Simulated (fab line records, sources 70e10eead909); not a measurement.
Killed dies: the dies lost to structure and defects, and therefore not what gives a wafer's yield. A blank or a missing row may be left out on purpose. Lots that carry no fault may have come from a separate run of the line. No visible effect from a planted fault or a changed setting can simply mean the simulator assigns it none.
fab line records	flow nand_harc
record: lots: 12	wafers: 35	last_day: 24
route steps=1159 shown P_ZERO_WELL@17 P_STI@78 END@1159
lots that met no fault: from a run of the same line without faults
start_h: hours from the record's first day to the start of the lot's first wafer shown	wait_h: hours elapsed since this lot's preceding step	" the same as in the row above	L1.1+2: a single row standing in for several wafers	- no value, or no start given	* or withheld: withheld	< > ~ a bound
route shown NAME@n: NAME is a module with steps in the file, n the number in the route of the first one	usual: mean/standard deviation of fault-free wafers	same: alike in all rows	chamber/n: place in a boat	sites: the reading at each site	_std_site: standard deviation across them	_edge_site: mean of outer sites minus mean of inner sites	radius_mm: for every site, how far away it sits from the centre of the wafer	mask NAME#n: copy n	behind: the most recent tool/chamber to have shaped the wafer	hold: what put the lot on hold/how long, in hours/how the hold closed	device: whichever transistor did not switch (one of n, p or np)	end of line: tests of these same wafers at the route's end	where a step has no rows: the recipe by itself	killed: dies that structure and defects cost at the first sort, which is not the same as the wafer's yield	map: shows each die of a wafer: x if killed, . if not, _ if none is there
set.NAME: the setting that was run; set.NAME@STEP: the one run at that earlier step	model.NAME: the simulator's own value behind a step, which no gauge read
the route's steps for a sample of lots (tables are steps, rows are wafers)
services: a tool's chamber out of use, with start hour (start_h, from the record's first day; less than 0 if before it), hours out, and reason
== steps ==
step: NHARC_P_ZERO_WELL_ETCH_65
recipe: target_depth_a: 800	overetch_a: 240	time_s: 87.88	ion_energy_ev: 200	n2_flow_sccm: 150	h2_flow_sccm: 150	ar_flow_sccm: 0	rf_w: 400	bias_w: 150	chemistry: N2/H2
usual: chamber_pressure_mTorr: 30.001/0.028	drypump_motor_current_A: 5.4/0.38	oes_product_au: 0.994/0.011	rf_vpp_V: 430.6/2.3	showerhead_plenum_p_Torr: 2.04/0.076	throttle_valve_pct: 14.170/0.0095
lot.wafer	tool	chamber	start_h	wait_h	chamber_pressure_mTorr	drypump_motor_current_A	oes_product_au	rf_hours_counter_h	rf_vpp_V	showerhead_plenum_p_Torr	throttle_valve_pct
L907.3	rie_diel-03	1	13.49	0.1	29.952	5.9	1.000	12	435.3	2.16	14.160
L907.4	"	1	"	"	29.988	5.9	0.993	-	433.3	2.16	14.175
L907.5	"	2	"	"	30.014	5.4	1.014	-	425.5	1.90	14.172
L908.4	rie_diel-13	2	19.49	0.1	29.960	4.9	0.994	7	428.6	1.97	14.166
L908.1	"	1	"	"	30.038	5.9	1.000	6	431.3	2.05	14.183
L908.5	"	2	"	"	29.936	4.9	0.987	-	428.4	1.97	14.161
L910.2	rie_diel-13	1	31.49	0.1	29.991	5.9	0.998	7	431.5	2.05	14.164
L910.1	"	2	"	"	30.021	4.9	0.998	9	427.9	1.96	14.156
L910.6	"	1	"	"	30.022	5.9	0.999	-	431.1	2.05	14.169
L911.4	rie_diel-03	2	37.48	0.1	30.003	5.4	1.013	14	425.7	1.90	14.153
L911.3	"	0	"	"	30.019	5.2	0.999	13	432.1	2.04	14.170
L911.6	"	2	"	"	30.011	5.4	1.011	-	427.3	1.90	14.161
L912.1	rie_diel-13	3	43.38	0.1	30.014	5.8	1.000	9	430.5	2.09	14.173
L912.2	"	1	"	"	29.984	5.9	0.993	8	429.4	2.05	14.163
L912.5	"	3	"	"	29.956	5.8	1.001	-	432.3	2.09	14.174
L918.1	rie_diel-03	1	79.49	0.1	29.961	5.9	1.007	2	432.8	2.16	14.172
L918.6	"	3	"	"	29.996	4.8	0.972	-	428.9	1.98	14.164
L920.2	rie_diel-13	3	91.53	0.1	30.073	5.8	0.998	12	432.9	2.09	14.157
L920.4	"	3	"	"	30.006	5.8	1.010	-	432.8	2.09	14.180
L920.5	"	0	"	"	29.981	5.7	1.003	-	433.2	2.12	14.179
L921.2	rie_diel-03	2	97.49	0.1	30.034	5.4	0.979	3	425.8	1.89	14.169
L921.4	"	0	"	"	29.988	5.2	0.996	4	430.7	2.04	14.152
L921.5	"	3	"	"	29.974	4.8	0.987	-	428.3	1.98	14.178
L924.4	rie_diel-13	1	115.49	0.1	29.940	5.9	0.996	0	430.9	2.05	14.172
L924.3	"	2	"	"	29.976	4.9	0.973	0	427.1	1.96	14.183
L924.2	"	3	"	"	29.995	5.8	1.018	0	431.2	2.09	14.172
L925.3	rie_diel-05	2	121.57	0.1	30.042	5.4	0.998	11	431.7	2.08	14.176
L925.4	"	3	"	"	30.028	5.8	1.010	10	431.0	2.05	14.152
L925.6	"	3	"	"	30.005	5.8	1.010	-	431.7	2.05	14.167
L928.2	rie_diel-03	1	139.38	0.1	29.956	5.8	0.998	7	434.6	2.16	14.178
L928.1	"	2	"	"	29.991	5.4	0.982	7	425.8	1.89	14.171
L928.4	"	1	"	"	29.990	5.9	0.995	-	433.2	2.15	14.176
L930.1	rie_diel-03	3	151.41	0.1	29.948	4.8	0.981	8	428.1	1.98	14.166
L930.4	"	0	"	"	30.007	5.2	0.977	-	429.9	2.04	14.171
L930.6	"	2	"	"	29.969	5.4	0.976	-	426.3	1.89	14.173
step: NHARC_P_STI_SOFTBAKE_04
recipe: temp_c: 125	time_s: 70
usual: heater_power_total_W: 201.0/1.2	resist_line_temp_C: 22.98/0.095
lot.wafer	tool	chamber	start_h	wait_h	heater_power_total_W	resist_line_temp_C
L907.3	litho_track-02	0	35	-	200.3	23.04
L907.4	"	0	"	"	198.8	22.97
L907.5	"	0	"	"	200.9	22.75
L908.1	litho_track-07	0	41	-	202.6	23.17
L908.4	"	0	"	"	199.7	23.13
L908.5	"	0	"	"	202.7	23.03
L910.1	litho_track-02	0	51	-	199.9	22.81
L910.2	"	0	"	"	201.5	22.90
L910.6	"	0	"	"	200.0	22.75
L912.1	litho_track-02	0	61	-	198.9	23.01
L912.2	"	0	"	"	200.0	22.99
L912.5	"	0	"	"	200.7	23.07
L911.3	litho_track-05	0	61	-	202.6	22.92
L911.4	"	0	"	"	201.4	22.99
L911.6	"	0	"	"	202.3	22.98
L918.1	litho_track-05	0	100	-	199.9	23.08
L918.6	"	0	"	"	201.2	22.94
L920.2	litho_track-05	0	112	-	206.5	22.91
L920.4	"	0	"	"	207.4	22.86
L920.5	"	0	"	"	202.6	22.81
L921.2	litho_track-02	0	118	-	202.6	23.07
L921.4	"	0	"	"	200.9	22.92
L921.5	"	0	"	"	199.1	22.97
L924.2	litho_track-07	0	137	-	199.4	22.98
L924.3	"	0	"	"	199.7	23.06
L924.4	"	0	"	"	199.4	22.96
L925.3	litho_track-07	0	142	-	202.6	22.90
L925.4	"	0	"	"	202.6	22.85
L925.6	"	0	"	"	200.0	22.99
L928.1	litho_track-07	0	161	-	200.5	22.82
L928.2	"	0	"	"	201.7	22.88
L928.4	"	0	"	"	201.2	22.85
L930.1	litho_track-05	0	173	-	199.9	23.11
L930.4	"	0	"	"	202.3	23.03
L930.6	"	0	"	"	201.5	23.11
step: NHARC_P_STI_CD_MEAS_09
recipe: target_cd_nm: 200	landing_energy_ev: 500
usual: cd_nm: 200.7/2.4
lot.wafer	tool	chamber	start_h	wait_h	cd_nm
L907.3	cd_sem-02	0	35.59	-	199.3
L907.4	"	0	"	"	199.9
L907.5	"	0	"	"	203.4
L908.1	cd_sem-01	0	41.76	-	199.8
L908.4	"	0	"	"	196.6
L908.5	"	0	"	"	199.7
L910.1	cd_sem-03	0	52.11	-	200.4
L910.2	"	0	"	"	198.4
L910.6	"	0	"	"	198.6
L911.3	cd_sem-01	0	61.97	-	201.2
L911.4	"	0	"	"	201.1
L911.6	"	0	"	"	199.5
L912.1	cd_sem-02	0	62.12	-	204.5
L912.2	"	0	"	"	202.8
L912.5	"	0	"	"	197.9
L918.1	cd_sem-03	0	100.90	-	204.1
L918.6	"	0	"	"	201.5
L920.2	cd_sem-02	0	113.02	-	198.7
L920.4	"	0	"	"	205.5
L920.5	"	0	"	"	201.3
L921.2	cd_sem-03	0	118.93	-	203.3
L921.4	"	0	"	"	201.9
L921.5	"	0	"	"	198.4
L924.2	cd_sem-03	0	137.83	-	202.2
L924.3	"	0	"	"	197.6
L924.4	"	0	"	"	198.6
L925.3	cd_sem-03	0	143.10	-	200.7
L925.4	"	0	"	"	202.9
L925.6	"	0	"	"	204.3
L928.1	cd_sem-01	0	161.97	-	200.7
L928.2	"	0	"	"	199.7
L928.4	"	0	"	"	204.9
L930.1	cd_sem-03	0	174.13	-	198.3
L930.4	"	0	"	"	198.7
L930.6	"	0	"	"	202.1
step: NHARC_P_STI_ETCH_31
recipe: target_depth_a: 1089	time_s: 54.5	cf4_flow_sccm: 100	chf3_flow_sccm: 30	ar_flow_sccm: 0	rf_w: 500	bias_w: 200	chemistry: CF4/CHF3
usual: chamber_pressure_mTorr: 25.000/0.023	drypump_motor_current_A: 6.0/0.46	oes_product_au: 0.960/0.019	rf_vpp_V: 370.5/2.3	showerhead_plenum_p_Torr: 1.57/0.065	throttle_valve_pct: 16.803/0.0097
lot.wafer	tool	chamber	start_h	wait_h	chamber_pressure_mTorr	drypump_motor_current_A	oes_product_au	rf_hours_counter_h	rf_vpp_V	showerhead_plenum_p_Torr	throttle_valve_pct
L907.3	rie_diel-08	1	-	-	25.007	6.3	0.966	5.1	372.4	1.67	16.796
L907.4	"	2	"	"	24.985	6.3	0.960	4.4	370.7	1.59	16.786
L907.5	"	0	"	"	24.982	6.1	0.977	-	373.0	1.63	16.789
L908.1	rie_diel-09	2	-	-	25.009	5.6	0.966	4.8	370.9	1.59	16.813
L908.4	"	0	"	"	24.985	5.6	0.985	4.6	370.5	1.53	16.785
L908.5	"	1	"	"	25.016	5.3	0.957	-	368.2	1.49	16.814
L910.1	rie_diel-11	2	-	-	24.984	5.9	0.945	0.7	367.6	1.51	16.810
L910.2	"	3	"	"	24.980	6.3	0.969	0.7	368.3	1.51	16.800
L910.6	"	1	"	"	25.039	6.0	0.951	-	369.4	1.54	16.826
L911.4	rie_diel-09	0	-	-	25.041	5.5	0.986	5.3	369.1	1.53	16.796
L911.3	"	1	"	"	24.989	5.3	0.961	5.2	367.3	1.49	16.809
L911.6	"	0	"	"	24.996	5.5	0.986	-	370.4	1.53	16.802
L912.1	rie_diel-11	3	-	-	24.952	6.2	0.959	0.9	368.6	1.51	16.797
L912.2	"	1	"	"	25.042	6.0	0.978	0.9	369.8	1.54	16.792
L912.5	"	0	"	"	25.007	6.6	0.977	-	372.4	1.65	16.803
L918.1	rie_diel-08	2	-	-	25.027	6.3	0.978	8.4	369.9	1.59	16.800
L918.6	"	1	"	"	25.020	6.3	0.957	-	374.7	1.67	16.793
L920.2	rie_diel-11	3	-	-	24.965	6.3	0.979	2.3	368.3	1.51	16.793
L920.4	"	0	"	"	25.050	6.6	0.976	2.3	372.5	1.65	16.808
L920.5	"	2	"	"	25.044	5.9	0.957	-	369.6	1.51	16.789
L921.4	rie_diel-09	3	-	-	24.985	5.1	0.975	1.0	367.2	1.49	16.832
L921.2	"	1	"	"	24.981	5.3	0.961	1.0	367.1	1.49	16.793
L921.5	"	2	"	"	25.045	5.6	0.981	-	372.3	1.59	16.790
L924.3	rie_diel-09	0	-	-	25.017	5.5	0.920	1.4	369.1	1.53	16.789
L924.4	"	1	"	"	25.042	5.3	0.908	1.3	369.9	1.49	16.809
L924.2	"	3	"	"	25.011	5.1	0.918	1.4	369.0	1.49	16.809
L925.4	rie_diel-08	2	-	-	24.986	6.3	0.950	0.9	371.2	1.59	16.796
L925.3	"	0	"	"	24.967	6.1	0.982	0.5	370.7	1.63	16.818
L925.6	"	3	"	"	25.017	6.3	0.977	-	374.9	1.67	16.811
L928.2	rie_diel-09	3	-	-	25.022	5.1	0.939	2.7	368.7	1.49	16.790
L928.1	"	1	"	"	25.006	5.3	0.945	2.6	368.1	1.49	16.803
L928.4	"	1	"	"	25.001	5.3	0.940	-	367.3	1.49	16.811
L930.1	rie_diel-11	0	-	-	25.009	6.6	0.967	4.1	373.5	1.65	16.805
L930.4	"	1	"	"	25.047	6.0	0.965	3.8	370.8	1.54	16.812
L930.6	"	3	"	"	25.009	6.2	0.963	-	368.8	1.51	16.799
step: NHARC_END_SORT_01
recipe: temp_c: 25
usual: killed_at_array: 27/11	killed_at_other: 0.7/1.1	killed_at_periphery: 3.4/2.1	killed_dies: 31/12	killed_open: 3.6/2	killed_short: 2.0/1.3
same: gross_dies: 677
lot.wafer	tool	chamber	start_h	wait_h	killed_at_array	killed_at_other	killed_at_periphery	killed_dies	killed_open	killed_short
L924.2	prober-01	0	555.06	2.8	50	3	7	60	3	2
L924.3	prober-01	0	555.86	3.1	48	1	8	57	7	1
L924.4	prober-01	0	556.67	3.4	46	0	5	51	3	0
killed by level:class
L924.2 A_CHANNEL_HOLE_D1:chamber_film_flake=24 A_SLIT:chamber_film_flake=8 A_CONTACT:chamber_film_flake=8 A_STAIRCASE:chamber_film_flake=7 P_ZERO_WELL:chamber_film_flake=4 THIN_TSV:chamber_film_flake=3 A_WL_FILL:geometric_particle:open=2 P_M0:geometric_particle:short=1
L924.3 A_CHANNEL_HOLE_D1:chamber_film_flake=19 A_SLIT:chamber_film_flake=13 A_STAIRCASE:chamber_film_flake=5 P_ZERO_WELL:chamber_film_flake=4 A_CONTACT:chamber_film_flake=4 A_BLC:geometric_particle:open=3 P_STI:chamber_film_flake=2 P_GATE:geometric_particle:open=1
L924.4 A_CHANNEL_HOLE_D1:chamber_film_flake=26 A_STAIRCASE:chamber_film_flake=7 A_SLIT:chamber_film_flake=6 P_ZERO_WELL:chamber_film_flake=4 A_CONTACT:chamber_film_flake=4 P_M2:geometric_particle:open=1 A_CHANNEL_FILL_D1:geometric_particle:open=1 A_CONTACT:geometric_particle:open=1
== services ==
tool	chamber	start_h	hours	kind
litho_track-02	-	-10.00	7.0	pm
rie_diel-03	3	8.73	7.0	repair
rie_diel-11	-	12.50	9.0	pm
litho_track-07	-	14.00	7.0	pm
rie_diel-13	2	14.56	1.2	repair
rie_diel-03	-	38.30	9.0	pm
rie_diel-13	-	56.16	0.4	repair
litho_track-05	-	62.00	7.0	pm
rie_diel-11	2	62.74	13.8	repair
rie_diel-09	-	77.10	9.0	pm
rie_diel-13	2	86.71	7.6	repair
rie_diel-13	-	99.00	9.0	pm
rie_diel-03	0	106.68	6.1	repair
rie_diel-03	0	122.87	18.3	repair
rie_diel-13	0	125.01	3.0	repair
rie_diel-09	-	127.60	0.3	repair
rie_diel-13	3	133.70	11.5	repair
rie_diel-13	1	148.44	9.1	repair
rie_diel-03	1	150.07	4.3	repair
rie_diel-09	2	161.96	8.5	repair
litho_track-02	-	165.00	7.0	pm
rie_diel-13	0	167.89	5.2	repair
rie_diel-09	2	170.48	10.0	repair
rie_diel-13	1	170.89	24.5	repair
== key ==
first_sign: step: NHARC_P_STI_SOFTBAKE_04	reading: heater_power_total_W	direction: up	sigmas: 4.9	usual: *	struck: *
effect none on later readings
met_at NHARC_P_STI_SOFTBAKE_04
struck_lots L920
struck_wafers L920.2,L920.4
tester_left_out L920
not_acting_at NHARC_P_ZERO_WELL_ETCH_65,NHARC_P_STI_CD_MEAS_09,NHARC_P_STI_ETCH_31
onset_between 61 112
fault: kind: process_parameter_drift	tool: litho_track-05	chamber: -	onset_h: 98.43	steps: NHARC_P_STI_SOFTBAKE_04	channel: time_s	offset: *	shape: step	end_h: 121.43	scope: struck_wafers_only	acts_in: *	stated: *
tester_left_out: of these lots the tester's yield and bins aren't shown, on N5 and GAA mostly nor the transistor test; their killed dies are dies lost to structure and defects alone, not to doping, threshold or leakage, so they don't give the yield
